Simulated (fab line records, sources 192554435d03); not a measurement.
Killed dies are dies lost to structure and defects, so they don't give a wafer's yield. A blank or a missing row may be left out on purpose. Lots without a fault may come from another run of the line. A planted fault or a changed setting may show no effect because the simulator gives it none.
A struck lot beside a sound one | flow n5_finfet | 39 steps out of a route of 1938
Sound: wafers L344.2, L344.4, L344.5. Struck: wafers L357.1, L357.3, L357.5. The cause comes at the end.
At each step with rows: each side's tool, then ch and its chambers, then its first start. Under that, the readings that differ: sound wafers | struck wafers | difference of the means | sigmas: that difference in standard deviations of wafers without a fault.
alike: readings whose means differ by less than 2 such deviations, and words and numbers that are the same on both sides. not compared: withheld readings, readings that some wafer has no value for, bounds like >300 that may hide the same value, and numbers for which the record gives no deviation and whose values overlap.
The two part at a step that has a row with sigmas, a row that says differs or no value, or rows on one side only. Numbers that don't overlap but have no deviation are shown without sigmas and don't part them. A reading that every wafer of one side lacks parts them only if that side has two wafers or more.

first, 9 steps without rows for these wafers: N5_BEOL_M4_ANNEAL_95 (time 240 s); N5_BEOL_M4_SPUTTER_96 (material Cu, target thk 4.5 nm, time 8.29 s); N5_BEOL_M4_ECD_50 (material Cu, target thk 300 nm); N5_BEOL_M4_ANNEAL_51 (time 90 s); N5_BEOL_M4_CMP_52 (polishes, stops on SiOC, t overpolish 6.8 s, target thk 40 nm); N5_BEOL_M4_PRE_CLEAN_60 (time 15 s); N5_BEOL_M4_CO_CAP_55 (material Co, precursor CCTBA/H2, target thk 2 nm, time 102.1 s); N5_BEOL_M4_PRE_CLEAN_56 (time 15 s); N5_BEOL_M4_DEP_57 (deposits SiCN from 3MS/NH3, target thk 8 nm, time 14 s).
N5_BEOL_M4_RC_MEAS_101:
  sound on prober-02 ch 0, day 9 10:25; struck on prober-01 ch 0, day 13 17:16
  reading        | sound          | struck         | difference | sigmas
  DIBL_P (mV/V)  | 31.9 31.6 31.7 | 39.1 35.8 36.8 | +5.5       | +2
  IOFF_P (nA/um) | 0.15 0.15 0.15 | 0.27 0.22 0.23 | +0.09      | +2
  alike: DIBL_N, IOFF_N, ION_N, ION_P, SS_N, SS_P, VT_N, VT_P
then, 24 steps without rows for these wafers: N5_BEOL_M5_ILD_DEP_00 (deposits SiCOH lowk from DEMS/porogen, target thk 140.64 nm, time 25.9 s); N5_BEOL_M5_CURE_79 (cures SiCOH lowk, time 240 s); N5_BEOL_M5_PECVD_70 (deposits SiO2 from TEOS/O2, target thk 16 nm, time 18 s); N5_BEOL_M5_HM_DEP_02 (deposits TiN, target thk 20 nm); N5_BEOL_M5_COAT_59 (time 60 s, resist thk 60 nm); N5_BEOL_M5_COAT_60 (time 60 s, resist thk 12 nm); N5_BEOL_M5_COAT_71 (time 60 s, resist thk 5 nm); N5_BEOL_M5_COAT_05 (resist thk 30 nm); N5_BEOL_M5_EBR_07; N5_BEOL_M5_SOFTBAKE_06 (time 60 s); N5_BEOL_M5_EXPOSE_08 (exposes mask M5, target cd 28 nm); N5_BEOL_M5_PEB_09 (peb time 60 s); N5_BEOL_M5_DEVELOP_10 (develop time 30 s); N5_BEOL_M5_DESCUM_16 (chemistry O2, time 7 s); N5_BEOL_M5_ETCH_72 (etches underlayer in N2/H2, target depth 6.5 nm, time 5.2 s); N5_BEOL_M5_ETCH_61 (etches SiARC in CF4, target depth 15.6 nm, time 26 s); N5_BEOL_M5_ETCH_62 (etches SOC in N2/H2, target depth 75 nm, overetch 15 nm, time 112.5 s); N5_BEOL_M5_STRIP_63 (strips in N2/H2); N5_BEOL_M5_STRIP_73 (strips in N2/H2); N5_BEOL_M5_STRIP_64 (strips in CF4); N5_BEOL_M5_HM_OPEN_17 (chemistry Cl2/BCl3, target TiN, target depth 20 nm, overetch 6 nm); N5_BEOL_M5_STRIP_19 (strips in O2); N5_BEOL_M5_COAT_65 (time 60 s, resist thk 60 nm); N5_BEOL_M5_COAT_66 (time 60 s, resist thk 12 nm).
-- the record jumps here: 3 days lie between the struck wafers' starts before and after (it left off in module BEOL_M5 and takes up again in module BEOL_M12, whose first step shown is number 1653 of the route) --
N5_BEOL_M12_CMP_49: polishes, stops on SiOC, t overpolish 20.6 s, target thk 320 nm.
  sound on cmp-04 ch 1,2, day 12 05:08; struck on cmp-03 ch 0,3, day 16 14:59
  no value came back on the struck wafers for any of 5 readings (barrier_field_endpoint_s (s), clearing_platen_down_force_psi (psi) and others); on the sound wafers barrier_field_endpoint_s (s) reads 30.2 29.6 29.9
  reading                                 | sound           | struck          | difference | sigmas
  model.Cu_of_BEOL_M12_ECD_47.thk_nm (nm) | 315.6 330 327.6 | 722 726.4 714.6 | +397       |
N5_BEOL_M12_THK_MEAS_50: measures by xrf.
  sound on film_metro-01, day 12 05:26; struck on film_metro-01, day 16 15:17
  reading      | sound       | struck      | difference | sigmas
  M12_THK (nm) | 319 334 331 | 719 722 706 | +388       | +65
N5_BEOL_M12_RS_MEAS_54: measures by four-point-probe.
  sound on film_metro-01, day 12 05:33; struck on film_metro-02, day 16 15:26
  reading         | sound                | struck               | difference | sigmas
  M12_RS (ohm/sq) | 0.0609 0.0581 0.0585 | 0.0232 0.0231 0.0235 | -0.0359    | -36
N5_BEOL_M12_INSPECT_55: inspects for defects (darkfield).
  sound on defect_inspect-02, day 12 05:35; struck on defect_inspect-01, day 16 15:28
  reading          | sound    | struck         | difference | sigmas
  raw_defect_count | 68 37 51 | 4908 4873 4751 | +4792      | +99 or more
N5_PASSIVATION_PROBE_49:
  the record has rows for the struck wafers here (prober-02, day 18 00:57) and none for the sound ones

WHERE THEY PART
First at N5_BEOL_M4_RC_MEAS_101; last, within this record, at N5_PASSIVATION_PROBE_49.

WHY: what the simulator had put in
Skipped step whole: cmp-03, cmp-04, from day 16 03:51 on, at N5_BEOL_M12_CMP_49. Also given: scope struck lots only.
